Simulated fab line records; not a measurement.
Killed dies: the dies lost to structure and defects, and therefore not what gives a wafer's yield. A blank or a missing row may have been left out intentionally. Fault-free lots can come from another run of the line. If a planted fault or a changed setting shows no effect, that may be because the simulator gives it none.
Split-lot study | flow n5 finfet | route with 1938 steps; 7 lots, 39 wafers read

THE SPLIT
At N5_GATE_CUT_ALD_22 (deposits SiNx, target thk 16 nm, pulse time 1 s, ald cycles 320), the setting ald cycles was moved away from the recipe's 320 on 15 of the 39 wafers read, by +6.2% to +15.9%. All remaining wafers had this setting at the recipe value.

The reading comes from the split's own step.

THE READING
SiNx_of_GATE_CUT_ALD_22.thk nm (the simulator's own value, which no gauge read), in nm, at N5_GATE_CUT_ALD_22 (deposits SiNx, target thk 16 nm, pulse time 1 s, ald cycles 320). No usual value for it is given in the file. Average 16.0 nm, standard deviation 0.066 nm, over the 24 wafers here run with the recipe.

wafer  | tool, chamber at the split | ald cycles as run | against the recipe | SiNx_of_GATE_CUT_ALD_22.thk nm, nm | against lot-mates on the recipe
L075.1 | ald sin-04, 1,3,0          | 371               | +15.9%             | 18.6                               | +2.6
L075.2 | ald sin-04, 1,3,0          | 371               | +15.9%             | 18.6                               | +2.6
L075.4 | ald sin-04, 1,3,0          | 371               | +15.9%             | 18.6                               | +2.6
L075.3 | ald sin-04, 2,3,0          | 320               | recipe             | 16                                 | -
L075.5 | ald sin-04, 2,3,0          | 320               | recipe             | 16                                 | -
L075.6 | ald sin-04, 2,3,0          | 320               | recipe             | 16                                 | -
L078.1 | ald sin-04, 1,0            | 320               | recipe             | 16                                 | -
L078.6 | ald sin-04, 1,0            | 320               | recipe             | 16                                 | -
L078.4 | ald sin-04, 2              | 320               | recipe             | 16.2                               | -
L079.1 | ald sin-01, 3,0            | 340               | +6.2%              | 17                                 | +1.0
L079.6 | ald sin-01, 3,0            | 340               | +6.2%              | 17                                 | +1.0
L079.2 | ald sin-01, 2,1,1          | 320               | recipe             | 16                                 | -
L079.4 | ald sin-01, 2,1,1          | 320               | recipe             | 16                                 | -
L079.5 | ald sin-01, 2,1,1          | 320               | recipe             | 16                                 | -
L079.3 | ald sin-01, 0              | 340               | +6.2%              | 17.2                               | +1.2
L084.1 | ald sin-03, 2,1            | 357               | +11.6%             | 18                                 | +2.0
L084.4 | ald sin-03, 2,1            | 357               | +11.6%             | 18                                 | +2.0
L084.2 | ald sin-03, 3              | 357               | +11.6%             | 17.8                               | +1.8
L084.3 | ald sin-03, 0,3,2          | 320               | recipe             | 16                                 | -
L084.5 | ald sin-03, 0,3,2          | 320               | recipe             | 16                                 | -
L084.6 | ald sin-03, 0,3,2          | 320               | recipe             | 16                                 | -
L086.1 | ald sin-04, 0,1,0,1        | 320               | recipe             | 16                                 | -
L086.2 | ald sin-04, 0,1,0,1        | 320               | recipe             | 16                                 | -
L086.5 | ald sin-04, 0,1,0,1        | 320               | recipe             | 16                                 | -
L086.6 | ald sin-04, 0,1,0,1        | 320               | recipe             | 16                                 | -
L086.3 | ald sin-04, 2,3            | 320               | recipe             | 16.2                               | -
L086.4 | ald sin-04, 2,3            | 320               | recipe             | 16.2                               | -
L089.1 | ald sin-01, 0,2,2          | 320               | recipe             | 16                                 | -
L089.2 | ald sin-01, 0,2,2          | 320               | recipe             | 16                                 | -
L089.5 | ald sin-01, 0,2,2          | 320               | recipe             | 16                                 | -
L089.3 | ald sin-01, 1,3,3          | 361               | +12.8%             | 18                                 | +2.0
L089.4 | ald sin-01, 1,3,3          | 361               | +12.8%             | 18                                 | +2.0
L089.6 | ald sin-01, 1,3,3          | 361               | +12.8%             | 18                                 | +2.0
L094.1 | ald sin-04, 1,0,2          | 320               | recipe             | 16                                 | -
L094.4 | ald sin-04, 1,0,2          | 320               | recipe             | 16                                 | -
L094.5 | ald sin-04, 1,0,2          | 320               | recipe             | 16                                 | -
L094.2 | ald sin-04, 3,2,1          | 342               | +6.9%              | 17.2                               | +1.2
L094.3 | ald sin-04, 3,2,1          | 342               | +6.9%              | 17.2                               | +1.2
L094.6 | ald sin-04, 3,2,1          | 342               | +6.9%              | 17.2                               | +1.2
Rows listing several chambers each stand for several wafers; the file does not say which wafer went through which chamber.

FIT RESULTS
A straight line over all 39 wafers: SiNx_of_GATE_CUT_ALD_22.thk nm changes by +0.161 nm for each +1% of ald cycles; r = +1.00; the points scatter about the line by 0.074 nm.
The same after taking each lot's own level away (the mean of its wafers on the recipe; 39 wafers): +0.163 nm for each +1%; r = +1.00; scatter 0.071 nm.
Per that fit: largest ald cycles move, reading shift of 2.6 nm.
The lots' own levels span 16.00 to 16.07 nm, that is 1.0 times the standard deviation above.
Consequently the slope shifts little with the lot-to-lot level, the two slopes agreeing.
Check: for one of the wafers moved furthest among these (+15.9%), held out of the fit, the line's prediction against its lot-mates is +2.6 nm. Against them it came out at +2.6 nm.

FILE'S OWN FIT
SiNx_of_GATE_CUT_ALD_22.thk nm changes by +0.163 nm for each +1% of ald cycles, r = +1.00.
